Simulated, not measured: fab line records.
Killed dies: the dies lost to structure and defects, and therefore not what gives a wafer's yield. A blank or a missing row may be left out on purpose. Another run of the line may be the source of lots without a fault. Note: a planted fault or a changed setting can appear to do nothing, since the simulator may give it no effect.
Problem report, 8D (eight disciplines) form, completed by code -- flow nandHarc -- the parts of the form that need people (team, actions taken, sign-off) are left out

## 1. PROBLEM STATEMENT
cdNm at NHARC_P_M2_CD_MEAS_09 reads a mean of 175.5 nm on 6 wafers of 2 lots; wafers without a fault read 169.8 nm with a standard deviation of 0.55. That puts it +10 standard deviations away from the usual mean.
The step: target cd 170 nm.
First observed at day 8 00:04: wafer L229.2, on cdSem-03. The record holds 33 wafers of 11 lots with a number at this step. By rule, "out" or "out of limits" means more than 4 standard deviations away from the usual mean. The other wafers with a number count as sound.

## 2. WHAT IT IS AND WHAT IT IS NOT
question,is,is not
which readings at this step,cdNm,-
which lots,"L229, L230","L222, L235, L237, L238, L239, L240, L243, L244, L245"
which wafers of those lots,all that have a number,-
read on which gauges,"cdSem-02, cdSem-03",cdSem-01
when,from day 8 00:04,"up to then (3 sound wafers); but 24 sound wafers of L235, L237, L238, L239, L240, L243, L244, L245 came after"

## 3. SUSPECTS, AND WHAT RULES EACH OUT
Counting: a tool stays on the suspect list if, at a process step up to the reading, it processed all lots that are out and no sound lot following the first of them.
- the gauge at NHARC_P_M2_CD_MEAS_09 has been ruled out. 2 gauges (cdSem-02, cdSem-03) read the wafers that are out.
- arfiScanner-01 at NHARC_P_M2_EXPOSE_06 (exposes mask P M2, target cd 170 nm): kept. It ran every lot that is out, first L229 (day 7 23:56), and no sound lot after that. Out on those wafers are its own readings of exposureDoseMJCm2.
Remaining after the count: arfiScanner-01 at NHARC_P_M2_EXPOSE_06.

## 4. THE CAUSE (what the simulator had put in)
Process parameter drift: arfiScanner-01, from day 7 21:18 on, at NHARC_P_M2_EXPOSE_06. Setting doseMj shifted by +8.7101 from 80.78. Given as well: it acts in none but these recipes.
Only this tool survived the counting.

## 5. THE CHAIN OF EFFECTS, in route order
One row per reading whose mean, taken over the struck wafers that have a number, lies over 3 standard deviations from the usual. Only readings whose record carries a usual standard deviation are examined. hours: median over the lots of the time between each lot's start at the first step of this table that gives one and its start at this step. sigmas: the change, counted in usual standard deviations.
hours,step,reading,usual,on struck wafers,change,sigmas
0,NHARC_P_M2_EXPOSE_06,exposureDoseMJCm2,80.71,88.55,+7.84,+99 or more
0,NHARC_P_M2_CD_MEAS_09,cdNm,169.8 nm,175.5,+5.7,+10
Process steps it contains:
- NHARC_P_M2_EXPOSE_06: exposes mask P M2, target cd 170 nm.
At these later measuring or inspecting steps, every struck wafer for which the step has a row has a number for every such reading, and none has moved that far: NHARC_P_M2_OVL_MEAS_10.

## 6. WHAT WOULD HAVE CAUGHT IT SOONER
In this record the first reading out of limits at a measuring or inspecting step was taken at day 8 00:04, 3 hours after the fault began at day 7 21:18.
At NHARC_P_M2_EXPOSE_06, the tool's own readings (exposureDoseMJCm2) were out on each struck wafer the step has a row for, so an alarm limit on them would have fired on the first such wafer.
L230, from the lots that are out (2), started NHARC_P_M2_EXPOSE_06 on arfiScanner-01 later than day 8 00:04. Putting the tool on hold at that point would have spared it.
